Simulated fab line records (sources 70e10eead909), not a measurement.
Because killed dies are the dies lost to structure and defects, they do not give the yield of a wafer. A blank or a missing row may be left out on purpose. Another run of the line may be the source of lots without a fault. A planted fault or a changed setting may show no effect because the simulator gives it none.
What tool caused it? | flow nand-harc | Sampling: 24 lots, 72 wafers, 6 of 1302 route steps

## WHAT EACH GAUGE READ, for each wafer
NHARC_P_M1_OVL_MEAS_10: pitch 260 nm.
lot  | measured     | on         | overlay-x-nm (nm) | overlay-y-nm (nm)
L074 | day 6 08:22  | overlay-01 | -2.2 -2.2 -2.0    | -0.9 -0.5 -0.9
L075 | day 6 11:16  | overlay-01 | 1.2 1.2 1.0       | 0.3 -0.4 0.0
L076 | day 6 21:53  | overlay-02 | -0.1 0.1 -0.1     | 0.6 0.7 -0.1
L077 | day 7 15:56  | overlay-02 | -0.8 -0.5 -0.9    | -0.9 -1.5 -1.3
L078 | day 7 21:04  | overlay-02 | -1.1 -1.3 -1.8    | -0.7 -0.8 -0.2
L079 | day 8 02:13  | overlay-01 | -1.0 -0.5 -0.5    | -0.1 0.1 -0.9
L080 | day 8 18:23  | overlay-01 | 0.1 0.0 0.3       | 0.2 1.1 0.6
L081 | day 9 04:52  | overlay-02 | 0.6 0.4 0.6       | 1.0 1.3 0.9
L082 | day 9 17:25  | overlay-01 | 1.7 2.1 2.3       | 0.2 0.3 0.0
L083 | day 9 23:04  | overlay-02 | -0.5 -1.0 -0.9    | -0.7 -1.2 -0.9
L084 | day 10 11:49 | overlay-01 | 0.9 0.7 0.9       | 0.2 0.1 0.1
L085 | day 11 05:02 | overlay-01 | -1.1 -1.1 -1.5    | 0.9 0.2 0.3
L086 | day 11 07:58 | overlay-02 | 0.9 0.7 0.4       | 0.5 0.3 0.4
L087 | day 11 14:56 | overlay-01 | 0.4 0.3 -0.1      | -1.7 -1.6 -0.8
L088 | day 12 07:59 | overlay-01 | 1.3 1.1 1.1       | -0.1 -0.6 -0.2
L089 | day 12 08:31 | overlay-02 | 1.3 1.6 1.3       | -0.4 -0.4 -0.6
L090 | day 13 03:39 | overlay-01 | 0.6 0.2 0.2       | -0.3 0.2 0.4
L091 | day 13 06:50 | overlay-01 | -0.6 -0.3 -0.4    | 0.7 1.0 0.8
L092 | day 13 15:35 | overlay-02 | 0.8 1.0 0.8       | -0.4 -0.5 -0.1
L093 | day 14 05:04 | overlay-02 | -0.5 -0.2 -0.4    | 0.2 0.6 0.2
L094 | day 14 22:28 | overlay-02 | 1.1 1.0 1.0       | 0.8 0.8 0.1
L095 | day 15 10:17 | overlay-02 | 1.1 0.6 0.9       | -0.7 -1.2 -0.5
L096 | day 15 13:02 | overlay-02 | -1.1 -1.0 -1.8    | 0.8 0.3 0.5
L097 | day 15 20:08 | overlay-01 | 0.9 0.8 0.8       | 0.6 0.8 0.2

NHARC_P_M2_OVL_MEAS_10: pitch 340 nm.
lot  | measured     | on         | overlay-x-nm (nm) | overlay-y-nm (nm)
L074 | day 6 12:31  | overlay-02 | -0.2 0.0 -0.4     | 0.4 -0.6 0.0
L075 | day 6 15:41  | overlay-01 | 0.8 0.3 0.9       | 2.1 1.8 2.2
L076 | day 7 02:10  | overlay-01 | 0.5 0.6 0.6       | -1.7 -0.7 -1.2
L077 | day 7 19:58  | overlay-02 | 0.0 0.4 0.4       | -0.1 -0.5 -0.4
L078 | day 8 01:12  | overlay-01 | -0.7 -0.9 -1.1    | 0.2 0.2 0.2
L079 | day 8 06:15  | overlay-02 | -0.3 -0.5 -0.3    | -0.3 0.2 0.5
L080 | day 8 22:32  | overlay-02 | -0.4 -0.9 -0.8    | -0.9 -0.6 -0.8
L081 | day 9 08:59  | overlay-02 | -0.8 -0.3 -0.3    | -1.1 -1.6 -2.2
L082 | day 9 21:36  | overlay-02 | 0.3 -0.6 -0.6     | -0.7 -1.1 -0.7
L083 | day 10 03:14 | overlay-01 | -1.6 -2.0 -1.4    | 0.0 0.2 0.1
L084 | day 10 16:02 | overlay-02 | -0.6 -0.7 -0.6    | 1.4 1.3 1.7
L085 | day 11 09:11 | overlay-02 | 0.8 0.3 0.2       | -1.0 -0.6 -0.5
L086 | day 11 12:38 | overlay-01 | -0.7 -0.1 0.1     | 2.0 1.6 1.8
L087 | day 11 19:07 | overlay-02 | -0.7 -0.6 -0.5    | -1.0 -0.8 -0.9
L088 | day 12 12:08 | overlay-02 | 0.3 0.1 -0.2      | -0.1 0.5 0.1
L089 | day 12 12:41 | overlay-01 | 1.0 1.0 0.2       | -0.2 0.1 0.1
L090 | day 13 07:48 | overlay-02 | -0.2 -0.6 -0.4    | 0.7 -0.1 0.6
L091 | day 13 10:59 | overlay-01 | 0.9 1.2 1.8       | 1.6 1.4 0.5
L092 | day 13 20:59 | overlay-01 | -1.7 -2.0 -1.4    | -0.4 -1.1 -0.2
L093 | day 14 09:14 | overlay-02 | 0.4 -0.3 0.2      | 0.8 0.1 0.7
L094 | day 15 02:29 | overlay-01 | -0.7 -0.8 -1.4    | 1.2 0.8 0.7
L095 | day 15 14:19 | overlay-01 | -0.1 -0.1 -0.1    | -0.3 -0.4 -0.3
L096 | day 15 17:02 | overlay-02 | 0.0 0.8 0.3       | 0.0 -0.1 0.0
L097 | day 16 00:22 | overlay-01 | -0.4 -0.7 -1.2    | -0.3 -0.6 -0.3

NHARC_P_M2_THK_MEAS_24: measures by xrf.
lot  | measured     | on            | thk-nm (nm)
L074 | day 6 15:05  | film-metro-02 | 143.1 147.3 145.0
L075 | day 6 18:12  | film-metro-02 | 146.2 144.9 144.6
L076 | day 7 04:41  | film-metro-01 | 143.3 143.9 144.1
L077 | day 7 22:29  | film-metro-01 | 144.1 144.4 145.1
L078 | day 8 03:43  | film-metro-02 | 146.1 143.7 145.2
L079 | day 8 08:46  | film-metro-01 | 146.6 144.5 144.2
L080 | day 9 01:04  | film-metro-01 | 144.1 142.6 144.2
L081 | day 9 11:29  | film-metro-01 | 145.6 146.1 144.1
L082 | day 10 00:14 | film-metro-02 | 144.6 144.4 145.5
L083 | day 10 05:49 | film-metro-02 | 146.1 143.8 145.9
L084 | day 10 18:33 | film-metro-02 | 145.1 143.2 145.2
L085 | day 11 11:42 | film-metro-01 | 146.8 147.1 144.1
L086 | day 11 15:09 | film-metro-01 | 143.1 145.1 143.7
L087 | day 11 21:39 | film-metro-02 | 144.7 145.3 145.9
L088 | day 12 14:41 | film-metro-02 | 145.3 146.9 146.8
L089 | day 12 15:11 | film-metro-01 | 143.1 146.0 145.6
L090 | day 13 10:46 | film-metro-02 | 144.9 144.6 147.5
L091 | day 13 13:32 | film-metro-02 | 145.7 144.8 145.7
L092 | day 13 23:31 | film-metro-02 | 145.5 143.6 143.4
L093 | day 14 11:49 | film-metro-01 | 146.7 143.8 144.3
L094 | day 15 05:01 | film-metro-02 | 143.3 143.4 146.4
L095 | day 15 16:52 | film-metro-02 | 145.4 147.2 145.8
L096 | day 15 19:33 | film-metro-02 | 145.1 147.3 147.9
L097 | day 16 02:54 | film-metro-01 | 143.3 146.2 144.7

NHARC_P_BONDPAD_THK_MEAS_20: measures by xrf.
lot  | measured     | on            | thk-nm (nm)
L074 | day 6 19:35  | film-metro-01 | 158.9 159.2 160.0
L075 | day 6 22:35  | film-metro-02 | 161.2 163.3 163.8
L076 | day 7 09:13  | film-metro-01 | 163.6 160.4 160.3
L077 | day 8 03:03  | film-metro-02 | 159.4 160.5 162.5
L078 | day 8 08:04  | film-metro-02 | 160.1 161.0 161.2
L079 | day 8 13:22  | film-metro-01 | 161.5 159.8 160.4
L080 | day 9 05:26  | film-metro-02 | 161.7 159.5 161.2
L081 | day 9 16:05  | film-metro-02 | 158.6 159.7 158.0
L082 | day 10 04:44 | film-metro-02 | 161.9 161.5 160.5
L083 | day 10 10:11 | film-metro-01 | 162.5 163.3 161.3
L084 | day 10 23:02 | film-metro-02 | 162.5 160.8 162.0
L085 | day 11 16:17 | film-metro-01 | 159.3 159.8 161.1
L086 | day 11 19:43 | film-metro-01 | 160.5 159.6 157.1
L087 | day 12 02:13 | film-metro-02 | 160.5 160.1 159.3
L088 | day 12 19:11 | film-metro-01 | 157.3 159.9 161.5
L089 | day 12 19:41 | film-metro-01 | 161.3 161.4 160.3
L090 | day 13 15:38 | film-metro-02 | 160.3 160.5 158.9
L091 | day 13 18:19 | film-metro-02 | 161.7 160.3 161.2
L092 | day 14 04:04 | film-metro-02 | 158.3 159.5 161.5
L093 | day 14 16:10 | film-metro-02 | 158.9 160.7 160.4
L094 | day 15 09:32 | film-metro-01 | 163.5 163.8 160.7
L095 | day 15 21:43 | film-metro-02 | 158.6 162.7 159.5
L096 | day 15 23:59 | film-metro-01 | 161.9 161.4 160.9
L097 | day 16 07:25 | film-metro-02 | 161.3 160.5 158.5

## WHICH TOOL RAN EACH LOT (tool, then ch and the chambers of the sampled wafers, then the start)
lot  | NHARC_P_M2_CMP_23             | NHARC_P_BONDPAD_PVD_27
L074 | cmp-01 ch 0,1,2, day 6 14:49  | pvd-sputter-01, day 6 19:35 or earlier
L075 | cmp-01 ch 1,2,3, day 6 17:53  | pvd-sputter-02, day 6 22:35 or earlier
L076 | cmp-04 ch 0,1,2, day 7 04:26  | pvd-sputter-01, day 7 09:13 or earlier
L077 | cmp-01 ch 2,3, day 7 22:12    | pvd-sputter-01, day 8 03:03 or earlier
L078 | cmp-02 ch 0,1,3, day 8 03:23  | pvd-sputter-01, day 8 08:04 or earlier
L079 | cmp-02 ch 0,1,2, day 8 08:29  | pvd-sputter-01, day 8 13:22 or earlier
L080 | cmp-04 ch 0,1,2, day 9 00:48  | pvd-sputter-02, day 9 05:26 or earlier
L081 | cmp-01 ch 0,3, day 9 11:11    | pvd-sputter-03, day 9 16:05 or earlier
L082 | cmp-01 ch 0,3, day 9 23:55    | pvd-sputter-03, day 10 04:44 or earlier
L083 | cmp-02 ch 1,2,3, day 10 05:29 | pvd-sputter-01, day 10 10:11 or earlier
L084 | cmp-04 ch 0,2, day 10 18:16   | pvd-sputter-01, day 10 23:02 or earlier
L085 | cmp-02 ch 0,2,3, day 11 11:28 | pvd-sputter-03, day 11 16:17 or earlier
L086 | cmp-04 ch 1,2,3, day 11 14:55 | pvd-sputter-03, day 11 19:43 or earlier
L087 | cmp-04 ch 2,3, day 11 21:20   | pvd-sputter-02, day 12 02:13 or earlier
L088 | cmp-04 ch 0,3, day 12 14:23   | pvd-sputter-01, day 12 19:11 or earlier
L089 | cmp-01 ch 1,3, day 12 14:52   | pvd-sputter-03, day 12 19:41 or earlier
L090 | cmp-02 ch 1,2,3, day 13 10:27 | pvd-sputter-02, day 13 15:38 or earlier
L091 | cmp-04 ch 0,1,3, day 13 13:14 | pvd-sputter-03, day 13 18:19 or earlier
L092 | cmp-04 ch 1,2, day 13 23:12   | pvd-sputter-01, day 14 04:04 or earlier
L093 | cmp-02 ch 0,2,3, day 14 11:29 | pvd-sputter-02, day 14 16:10 or earlier
L094 | cmp-04 ch 1,2, day 15 04:41   | pvd-sputter-02, day 15 09:32 or earlier
L095 | cmp-04 ch 1,2, day 15 16:33   | pvd-sputter-02, day 15 21:43 or earlier
L096 | cmp-01 ch 1,2,3, day 15 19:14 | pvd-sputter-02, day 15 23:59 or earlier
L097 | cmp-01 ch 0,1,2, day 16 02:35 | pvd-sputter-03, day 16 07:25 or earlier
- NHARC_P_M2_CMP_23: polishes, t overpolish 20 s, target thk 144.3 nm.
- NHARC_P_BONDPAD_PVD_27: deposits Cu, target thk 30 nm, time 20.49 s.

## AS READ BY THE TOOLS THEMSELVES (means over the sampled wafers that have a number; for cases with no such wafer, the mark the record gives instead)
NHARC_P_M2_CMP_23.
lot  | tool   | motor-current-A (A) | time-to-endpoint-s (s)
L074 | cmp-01 | 11.8                | 35.0
L075 | cmp-01 | 12.1                | 34.5
L076 | cmp-04 | 11.5                | 29.0
L077 | cmp-01 | 11.1                | 29.9
L078 | cmp-02 | 11.7                | 26.0
L079 | cmp-02 | 12.7                | 27.6
L080 | cmp-04 | 11.7                | 28.7
L081 | cmp-01 | 11.3                | 30.5
L082 | cmp-01 | 11.4                | 29.5
L083 | cmp-02 | 11.0                | 28.7
L084 | cmp-04 | 12.4                | 27.6
L085 | cmp-02 | 12.0                | 28.2
L086 | cmp-04 | 11.1                | 29.0
L087 | cmp-04 | 12.2                | 29.7
L088 | cmp-04 | 11.7                | 30.4
L089 | cmp-01 | 12.6                | 31.2
L090 | cmp-02 | 11.7                | 29.2
L091 | cmp-04 | 11.4                | 31.7
L092 | cmp-04 | 10.8                | 25.4
L093 | cmp-02 | 12.0                | 30.3
L094 | cmp-04 | 10.7                | 27.7
L095 | cmp-04 | 11.8                | 31.2
L096 | cmp-01 | 12.2                | 29.0
L097 | cmp-01 | 12.4                | 30.3

NHARC_P_BONDPAD_PVD_27.
lot  | tool           | throttle-valve-pct (%)
L074 | pvd-sputter-01 | 30.0
L075 | pvd-sputter-02 | 29.5
L076 | pvd-sputter-01 | 29.5
L077 | pvd-sputter-01 | 30.2
L078 | pvd-sputter-01 | 29.6
L079 | pvd-sputter-01 | 30.5
L080 | pvd-sputter-02 | 29.5
L081 | pvd-sputter-03 | 29.2
L082 | pvd-sputter-03 | 30.7
L083 | pvd-sputter-01 | 30.2
L084 | pvd-sputter-01 | 30.3
L085 | pvd-sputter-03 | 29.8
L086 | pvd-sputter-03 | 30.0
L087 | pvd-sputter-02 | 30.3
L088 | pvd-sputter-01 | 29.7
L089 | pvd-sputter-03 | 31.0
L090 | pvd-sputter-02 | 29.7
L091 | pvd-sputter-03 | 29.7
L092 | pvd-sputter-01 | 29.9
L093 | pvd-sputter-02 | 29.9
L094 | pvd-sputter-02 | 29.0
L095 | pvd-sputter-02 | 29.0
L096 | pvd-sputter-02 | 30.5
L097 | pvd-sputter-03 | 30.1

## THE ANSWER, worked out from the rows above alone
Rule: the lots themselves supply what counts as usual. Put in order of their means at a reading, lots are off if they are a third of the lots or fewer, leave a main group of 4 or more, and stand apart from it by a gap of 3 or more times the standard deviation of the main group's means; of several such gaps the widest counts. A main group whose means are all the same, to the digits that the tables above print for the reading, isn't used. A lot without any number at a reading at which 4 lots or more have one is off too. The other lots that the step has rows for count as sound. After the gauges, taken in route order, come the tools' own readings; for these a lot's mean is taken, as printed above. At the first step where some lot is off, the reading lying furthest off is the one used; lots without a number count as furthest.
No lot is off on any of the readings shown, so nothing can be concluded from this.

## WHAT HAD BEEN PUT IN BY THE SIMULATOR
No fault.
